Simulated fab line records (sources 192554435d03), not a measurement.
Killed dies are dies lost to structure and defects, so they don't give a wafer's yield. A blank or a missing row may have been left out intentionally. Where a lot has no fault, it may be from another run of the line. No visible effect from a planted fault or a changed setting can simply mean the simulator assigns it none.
Chamber matching || flow n5 finfet || N5_BEOL_M12_ETCH_59 on rie diel-04: 4 sister chambers
The step etches BARC in N2/H2, target depth 89 nm, overetch 26.7 nm, time 67.9 s. 8 wafers are shown with their chamber, then 9 later ones without.

WAFERS, EACH WITH ITS CHAMBER
{"wafer": "L090.1", "chamber": 1, "showerhead plenum p Torr (Torr)": 2.40, "throttle valve pct (%)": 18.10}
{"wafer": "L090.2", "chamber": 3, "showerhead plenum p Torr (Torr)": 2.43, "throttle valve pct (%)": 18.15}
{"wafer": "L090.4", "chamber": 2, "showerhead plenum p Torr (Torr)": 2.48, "throttle valve pct (%)": 17.96}
{"wafer": "L094.1", "chamber": 3, "showerhead plenum p Torr (Torr)": 2.42, "throttle valve pct (%)": 18.18}
{"wafer": "L094.2", "chamber": 2, "showerhead plenum p Torr (Torr)": 2.48, "throttle valve pct (%)": 18.00}
{"wafer": "L093.3", "chamber": 0, "showerhead plenum p Torr (Torr)": 2.70, "throttle valve pct (%)": 17.52}
{"wafer": "L093.4", "chamber": 1, "showerhead plenum p Torr (Torr)": 2.40, "throttle valve pct (%)": 18.15}
{"wafer": "L093.6", "chamber": 0, "showerhead plenum p Torr (Torr)": 2.70, "throttle valve pct (%)": 17.52}

WAFERS MISSING THEIR CHAMBER
{"wafer": "L096.1", "showerhead plenum p Torr (Torr)": 2.70, "throttle valve pct (%)": 17.54}
{"wafer": "L096.3", "showerhead plenum p Torr (Torr)": 2.40, "throttle valve pct (%)": 18.15}
{"wafer": "L096.5", "showerhead plenum p Torr (Torr)": 2.70, "throttle valve pct (%)": 17.53}
{"wafer": "L095.1", "showerhead plenum p Torr (Torr)": 2.48, "throttle valve pct (%)": 18.02}
{"wafer": "L095.3", "showerhead plenum p Torr (Torr)": 2.70, "throttle valve pct (%)": 17.55}
{"wafer": "L095.6", "showerhead plenum p Torr (Torr)": 2.39, "throttle valve pct (%)": 18.16}
{"wafer": "L097.1", "showerhead plenum p Torr (Torr)": 2.39, "throttle valve pct (%)": 18.17}
{"wafer": "L097.4", "showerhead plenum p Torr (Torr)": 2.42, "throttle valve pct (%)": 18.22}
{"wafer": "L097.5", "showerhead plenum p Torr (Torr)": 2.39, "throttle valve pct (%)": 18.16}

THE CHAMBER EACH PASSED THROUGH
{"wafer": "L096.1", "from the rows above": 0, "in truth": 0}
{"wafer": "L096.3", "from the rows above": 1, "in truth": 1}
{"wafer": "L096.5", "from the rows above": 0, "in truth": 0}
{"wafer": "L095.1", "from the rows above": 2, "in truth": 2}
{"wafer": "L095.3", "from the rows above": 0, "in truth": 0}
{"wafer": "L095.6", "from the rows above": 1, "in truth": 1}
{"wafer": "L097.1", "from the rows above": 1, "in truth": 1}
{"wafer": "L097.4", "from the rows above": 3, "in truth": 3}
{"wafer": "L097.5", "from the rows above": 1, "in truth": 1}
9 of 9 placed correctly. From these rows, 0 cannot be placed. 0 placed wrongly.
How it was worked out, from the rows above alone: a wafer's distance from a chamber is the root of the sum, over the readings, of the square of ((its reading less the chamber's mean) divided by the reading's scatter). The wafer belongs to the nearest chamber; if the next one is less than 2 further off, it can't be placed. For every chamber, the mean is computed from those of its wafers that are shown. The scatter: the root of (the sum of the squares of (reading less its chamber's mean) over the shown wafers, divided by (wafers less chambers)).
